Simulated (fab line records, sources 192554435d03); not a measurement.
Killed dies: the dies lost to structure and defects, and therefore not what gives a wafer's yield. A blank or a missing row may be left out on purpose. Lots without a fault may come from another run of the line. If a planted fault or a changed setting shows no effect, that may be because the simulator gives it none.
Split-lot trial    flow n5Finfet    39 wafers read from 7 lots, route of 1938 steps

## THE SPLIT
At N5_DUMMY_GATE_EXPOSE_12 (exposes mask GATE, target cd 25 nm), the setting doseMj was moved away from the recipe's 34 on 12 of the 39 wafers read, by -7.7% to +7.6%. For the rest of the wafers, this setting stayed at what the recipe calls for.

## FROM THE SPLIT TO THE READING: what the file shows between them, 2 steps
- N5_DUMMY_GATE_PEB_13: peb time 60 s
- N5_DUMMY_GATE_DEVELOP_14: develop time 30 s

## THE READING
Shown in nm: cdNm at N5_DUMMY_GATE_CD_MEAS_15, with target cd 25.8 nm. Fault-free wafers of this fab line usually give 24.95 nm, standard deviation 0.24 nm.

wafer   tool, chamber at the split  doseMj as run  against the recipe  cdNm, nm  against lot-mates on the recipe
L078.1  euvScanner-02, 0            34             recipe              24.86     -
L078.2  euvScanner-02, 0            34             recipe              25.24     -
L078.3  euvScanner-02, 0            34             recipe              25.51     -
L078.4  euvScanner-02, 0            34             recipe              24.95     -
L078.5  euvScanner-02, 0            34             recipe              25.02     -
L078.6  euvScanner-02, 0            34             recipe              24.79     -
L083.1  euvScanner-02, 0            34             recipe              24.46     -
L083.2  euvScanner-02, 0            34             recipe              25.34     -
L083.3  euvScanner-02, 0            34             recipe              25.05     -
L083.4  euvScanner-02, 0            34             recipe              25.51     -
L083.5  euvScanner-02, 0            34             recipe              25.00     -
L083.6  euvScanner-02, 0            34             recipe              24.89     -
L087.1  euvScanner-01, 0            34             recipe              24.81     -
L087.2  euvScanner-01, 0            32             -5.9%               25.84     +1.00
L087.3  euvScanner-01, 0            34             recipe              24.87     -
L087.4  euvScanner-01, 0            34             recipe              24.85     -
L087.5  euvScanner-01, 0            32             -5.9%               26.19     +1.35
L087.6  euvScanner-01, 0            32             -5.9%               26.21     +1.37
L089.1  euvScanner-02, 0            34             recipe              25.52     -
L089.2  euvScanner-02, 0            31.38          -7.7%               26.43     +1.22
L089.3  euvScanner-02, 0            34             recipe              24.86     -
L089.4  euvScanner-02, 0            34             recipe              25.24     -
L089.5  euvScanner-02, 0            31.38          -7.7%               26.87     +1.66
L089.6  euvScanner-02, 0            31.38          -7.7%               26.35     +1.14
L092.1  euvScanner-02, 0            31.93          -6.1%               26.21     +1.42
L092.2  euvScanner-02, 0            31.93          -6.1%               26.65     +1.86
L092.3  euvScanner-02, 0            34             recipe              24.71     -
L092.4  euvScanner-02, 0            34             recipe              24.49     -
L092.5  euvScanner-02, 0            34             recipe              25.17     -
L092.6  euvScanner-02, 0            31.93          -6.1%               26.36     +1.57
L094.1  euvScanner-01, 0            34             recipe              25.23     -
L094.3  euvScanner-01, 0            34             recipe              24.80     -
L094.6  euvScanner-01, 0            34             recipe              24.99     -
L097.1  euvScanner-01, 0            34             recipe              24.97     -
L097.2  euvScanner-01, 0            36.6           +7.6%               23.63     -1.27
L097.3  euvScanner-01, 0            36.6           +7.6%               23.43     -1.47
L097.4  euvScanner-01, 0            34             recipe              24.94     -
L097.5  euvScanner-01, 0            34             recipe              24.79     -
L097.6  euvScanner-01, 0            36.6           +7.6%               23.25     -1.65

FIT RESULTS
A straight line over all 39 wafers: cdNm changes by -0.205 nm for each +1% of doseMj; r = -0.95; the points scatter about the line by 0.26 nm.
The same after taking each lot's own level away (the mean of its wafers on the recipe; 39 wafers): -0.203 nm for each +1%; r = -0.95; scatter 0.27 nm.
On that fit, the largest move of doseMj shifts the reading by 1.6 nm.
The lots' own levels span 24.790 to 25.207 nm, that is 1.7 times the standard deviation above.
The two slopes agree, so the slope changes little with the lot-to-lot level.
Check: +1.63 nm against its lot-mates is what the line predicts for one of the wafers moved furthest among these (-7.7%) when that wafer is left out of the fit. Against them it came out at +1.22 nm.

## OTHER SPLITS ON THESE WAFERS
Other splits were also applied to these wafers ahead of the reading. Each is held against what the fit with the lots' levels taken away leaves over:
other split on the same wafers  wafers away from the commonest value  r with cdNm (lot level and that fit taken away)
N5_FIN_SAQP_HM_DEP_03 timeS     12                                    -0.06
N5_FIN_CUT_ETCH_21 biasW        12                                    -0.01

## THE WHOLE CHAIN: every reading that the file lists as answering this split, in the file's order
step                      what it does                                            reading                                                           change (the file's fit)                r (the file's)
N5_DUMMY_GATE_CD_MEAS_15  target cd 25.8 nm                                       cdNm                                                              -0.204 nm for each +1% of the setting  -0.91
N5_DUMMY_GATE_TRIM_49     chemistry O2, time 29 s, target cd 14 nm                DUMMY_GATE.cdNm (the simulator's own value, which no gauge read)  -0.186 nm for each +1% of the setting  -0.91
N5_DUMMY_GATE_ETCH_42     etches SiO2 in CHF3/O2, target depth 3.5 nm, time 31 s  DUMMY_GATE.cdNm (the simulator's own value, which no gauge read)  -0.181 nm for each +1% of the setting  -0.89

## FILE'S OWN FIT
cdNm changes by -0.204 nm for each +1% of doseMj, r = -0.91.
